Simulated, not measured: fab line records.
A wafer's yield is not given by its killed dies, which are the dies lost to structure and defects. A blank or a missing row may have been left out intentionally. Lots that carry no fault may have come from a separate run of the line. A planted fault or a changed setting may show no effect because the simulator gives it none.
Split-lot experiment | flow n5-finfet | 21 wafers read across 7 lots, on a route 1938 steps long

== ON THE SPLIT ==
At N5_BEOL_M6_TRENCH_ETCH_37 (etches SiCOH lowk in C4F6/O2, target depth 94.435 nm, time 31.5 s), the setting time-s was moved away from the recipe's 31.5 s on 8 of the 21 wafers read, by -18.2% to +16.9%. For the rest of the wafers, this setting stayed at what the recipe calls for.

== FROM THE SPLIT TO THE READING: what the file shows between them, 2 steps ==
- N5_BEOL_M6_ETCH_41: etches SiCN in CH3F/O2, target depth 29.7 nm, time 52 s
- N5_BEOL_M6_STRIP_80: strips in N2/H2, time 10 s

== THE READING ==
trench-depth-nm, in nm, at N5_BEOL_M6_OCD_MEAS_38. Typical for fault-free wafers on this fab line: 94.3 nm, with standard deviation 1.5 nm.

wafer  | tool, chamber at the split | time-s as run, s | against the recipe | trench-depth-nm, nm | against lot-mates on the recipe
L077.2 | rie-diel-06, 1             | 31.5             | recipe             | 93.5                | -
L077.3 | rie-diel-06, 0             | 31.5             | recipe             | 95.1                | -
L077.6 | rie-diel-06, 2             | 28.08            | -10.9%             | 84.0                | -10.3
L081.1 | rie-diel-04, 2             | 31.5             | recipe             | 94.1                | -
L081.4 | rie-diel-04, 3             | 31.5             | recipe             | 95.2                | -
L081.5 | rie-diel-04, 0             | 31.5             | recipe             | 95.9                | -
L082.1 | rie-diel-04, 2             | 31.5             | recipe             | 92.3                | -
L082.5 | rie-diel-04, 2             | 29.33            | -6.9%              | 87.1                | -7.0
L082.6 | rie-diel-04, 3             | 31.5             | recipe             | 95.9                | -
L087.1 | rie-diel-06, 2             | 31.5             | recipe             | 94.8                | -
L087.4 | rie-diel-06, 0             | 25.77            | -18.2%             | 77.6                | -17.2
L087.5 | rie-diel-06, 2             | 25.77            | -18.2%             | 78.6                | -16.2
L089.1 | rie-diel-06, 1             | 31.5             | recipe             | 92.6                | -
L089.3 | rie-diel-06, 3             | 36.48            | +15.8%             | 108.3               | +14.7
L089.5 | rie-diel-06, 0             | 31.5             | recipe             | 94.6                | -
L091.1 | rie-diel-01, 1             | 31.5             | recipe             | 95.3                | -
L091.2 | rie-diel-01, 0             | 31.5             | recipe             | 94.7                | -
L091.6 | rie-diel-01, 1             | 36.83            | +16.9%             | 111.5               | +16.5
L096.1 | rie-diel-06, 3             | 26.62            | -15.5%             | 80.8                | -15.4
L096.4 | rie-diel-06, 0             | 26.62            | -15.5%             | 80.8                | -15.4
L096.5 | rie-diel-06, 3             | 31.5             | recipe             | 96.2                | -

FIT RESULTS
A straight line over all 21 wafers: trench-depth-nm changes by +0.921 nm for each +1% of time-s; r = +0.99; the points scatter about the line by 1.1 nm.
The same after taking each lot's own level away (the mean of its wafers on the recipe; 21 wafers): +0.952 nm for each +1%; r = +1.00; scatter 0.86 nm.
On that fit, the largest move of time-s shifts the reading by 17 nm.
The span of the lots' own levels, 93.60 to 96.20 nm, comes to 1.7 times the standard deviation stated above.
The two slopes agree, so the slope changes little with the lot-to-lot level.
Check: -17.4 nm against its lot-mates is what the line predicts for one of the wafers moved furthest among these (-18.2%) when that wafer is left out of the fit. Against them it came out at -17.2 nm.

== OTHER SPLITS APPLIED TO THESE WAFERS ==
Note: prior to the reading, these wafers also went through further splits. Each is held against what the fit with the lots' levels taken away leaves over:
other split on the same wafers     | wafers away from the commonest value | r with trench-depth-nm (lot level and that fit taken away)
N5_BEOL_M4_COAT_62 spin-rpm        | 5                                    | +0.34
N5_BEOL_M5_COAT_05 spin-rpm        | 2                                    | -0.13
N5_BEOL_M5_ETCH_72 bias-w          | 5                                    | +0.01
N5_BEOL_M5_VIA_ETCH_34 bias-w      | 3                                    | +0.07
N5_BEOL_M5_TRENCH_ETCH_37 source-w | 6                                    | +0.16

== THE WHOLE CHAIN: every reading that the file lists as answering this split, in the file's order ==
step                      | what it does                                                      | reading                                                                   | change (the file's fit)               | r (the file's)
N5_BEOL_M6_TRENCH_ETCH_37 | etches SiCOH lowk in C4F6/O2, target depth 94.435 nm, time 31.5 s | BEOL_M6.feature-depth-nm (the simulator's own value, which no gauge read) | +0.964 nm for each +1% of the setting | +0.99
N5_BEOL_M6_TRENCH_ETCH_37 | etches SiCOH lowk in C4F6/O2, target depth 94.435 nm, time 31.5 s | etch.depth-nm (the simulator's own value, which no gauge read)            | +0.963 nm for each +1% of the setting | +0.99
N5_BEOL_M6_OCD_MEAS_38    |                                                                   | trench-depth-nm                                                           | +0.954 nm for each +1% of the setting | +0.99

== FILE'S OWN FIT ==
trench-depth-nm changes by +0.954 nm for each +1% of time-s, r = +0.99.
